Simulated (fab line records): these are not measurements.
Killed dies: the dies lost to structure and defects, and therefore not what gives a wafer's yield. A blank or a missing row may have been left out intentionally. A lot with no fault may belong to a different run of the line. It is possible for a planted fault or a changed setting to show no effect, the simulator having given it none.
Code-filled problem report in 8D (eight disciplines) form -- flow n5Finfet -- the parts of the form that need people (team, actions taken, sign-off) are left out

## 1. WHAT WENT WRONG
N5_PASSIVATION_PROBE_49, killedAtContacts: mean 79 over 1 wafer from 1 lot; wafers with no fault: 12, standard deviation 6. Relative to the usual mean, that is a shift of +11 standard deviations.
Earliest sighting: wafer L234.5 on prober-01 at day 17 16:43. The record has a number at this step for 14 wafers belonging to 5 lots. By rule, "out" or "out of limits" means more than 4 standard deviations away from the usual mean. The other wafers with a number count as sound.

## 2. WHAT THIS IS AND IS NOT
question,is,is not
which readings at this step,"killedAtContacts, killedOnRim","killed_at_M0_to_M3, killed_at_M4_up, killedAtFrontEnd, killedAtOther, killedOpen, killedShort"
which lots,L234,"L223, L225, L233, L239"
which wafers of those lots,L234.5,"L234.3, L234.4"
read on which tools,prober-01,-
when,from day 17 16:43,"up to then (8 sound wafers); but 5 sound wafers of L233, L239 came after"

## 3. SUSPECTS, AND WHAT RULES EACH OUT
Counting: if a tool at a process step up to the reading ran every lot that is out, it stays a suspect. Sound lots after the first of them don't rule it out here, since some wafers of a struck lot are sound.
- rieDiel-05 at N5_MOL_CONTACT_COAG_STRIP_98 (strips in N2/H2): kept. L234, the lot that is out, went through it at day 8 03:46; up to then, the latest sound lot through it was L225 at day 5 22:14.
- pvdSputter-03 at N5_MOL_CONTACT_COAG_TI_SIL_19 (material Ti, target thk 4.2 nm, time 15 s): kept. L234, the lot that is out, went through it at day 8 04:21; up to then, the latest sound lot through it was L225 at day 5 23:17.
- aldMetal-04 at N5_MOL_CONTACT_COAG_ALD_20 (deposits TiN, target thk 1.5 nm, pulse time 1 s, purge time 3 s): kept. L234, the lot that is out, went through it at day 8 04:28; up to then, the latest sound lot through it was L233 at day 7 22:15.
- pvdSputter-01 at N5_MOL_CONTACT_COAG_SPUTTER_143 (material Co, target thk 2.5 nm): kept. L234, the lot that is out, went through it at day 8 07:37; up to then, the latest sound lot through it was L225 at day 6 00:30.
- pvdSputter-03 at N5_MOL_CONTACT_COAG_PRE_CLEAN_142 (time 60 s): kept. L234, the lot that is out, went through it at day 8 09:53; up to then, the latest sound lot through it was L223 at day 5 18:08.
- cmp-03 at N5_MOL_CONTACT_COAG_CMP_23 (polishes, stops on SiO2, t overpolish 1.5 s, target thk 0 nm): kept. L234, the lot that is out, went through it at day 8 10:10; up to then, the latest sound lot through it was L233 at day 8 03:14.
- prober-01 at N5_PASSIVATION_PROBE_49: kept. L234, the lot that is out, went through it at day 17 16:37; up to then, the latest sound lot through it was L225 at day 15 08:21. Its own killedAtContacts, killedOnRim readings are out on those wafers.
- Within rieDiel-05 at N5_MOL_CONTACT_COAG_STRIP_98: the wafers that are out ran in chamber 0; their sound lot-mates ran in chambers 1, 3.
- Within aldMetal-04 at N5_MOL_CONTACT_COAG_ALD_20: the wafers that are out ran in chamber 1; their sound lot-mates ran in chambers 2, 3.
Left after counting: rieDiel-05 at N5_MOL_CONTACT_COAG_STRIP_98, pvdSputter-03 at N5_MOL_CONTACT_COAG_TI_SIL_19, aldMetal-04 at N5_MOL_CONTACT_COAG_ALD_20, pvdSputter-01 at N5_MOL_CONTACT_COAG_SPUTTER_143, pvdSputter-03 at N5_MOL_CONTACT_COAG_PRE_CLEAN_142, cmp-03 at N5_MOL_CONTACT_COAG_CMP_23, prober-01 at N5_PASSIVATION_PROBE_49.

## 4. THE CAUSE (what the simulator had put in)
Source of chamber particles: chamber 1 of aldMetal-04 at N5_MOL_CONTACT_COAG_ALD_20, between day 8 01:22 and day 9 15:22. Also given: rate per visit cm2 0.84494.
Counting left 7 suspects, and this tool is among them.

## 5. THE CHAIN OF EFFECTS, in route order
One row per reading whose mean, taken over the struck wafers that have a number, lies over 3 standard deviations from the usual. Scope: only readings with a usual standard deviation given in the record; hours: median across lots of the time from each lot's start at the first step in this table that gives one to its start at this step; sigmas: change in usual standard deviations.
hours,step,reading,usual,on struck wafers,change,sigmas
0,N5_PASSIVATION_PROBE_49,killedAtContacts,12,79,+67,+11
0,N5_PASSIVATION_PROBE_49,killedDies,104,169,+65,+3.6
0,N5_PASSIVATION_PROBE_49,killedOnRim,14,35,+21,+5.1
The process steps in it:
- N5_PASSIVATION_PROBE_49

## 6. HOW IT WOULD HAVE BEEN CAUGHT EARLIER
In this record the first reading out of limits was taken at day 17 16:43, 231 hours after the fault began at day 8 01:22.
Tool readings at N5_MOL_CONTACT_COAG_ALD_20 with a usual standard deviation given in the record: none out on any struck wafer, hence no alarm at a limit of 4 standard deviations on them.
Each of the lots that are out, 1 in all, had begun N5_MOL_CONTACT_COAG_ALD_20 on aldMetal-04 no later than day 17 16:43. A hold on the tool at that time would have spared none of them.
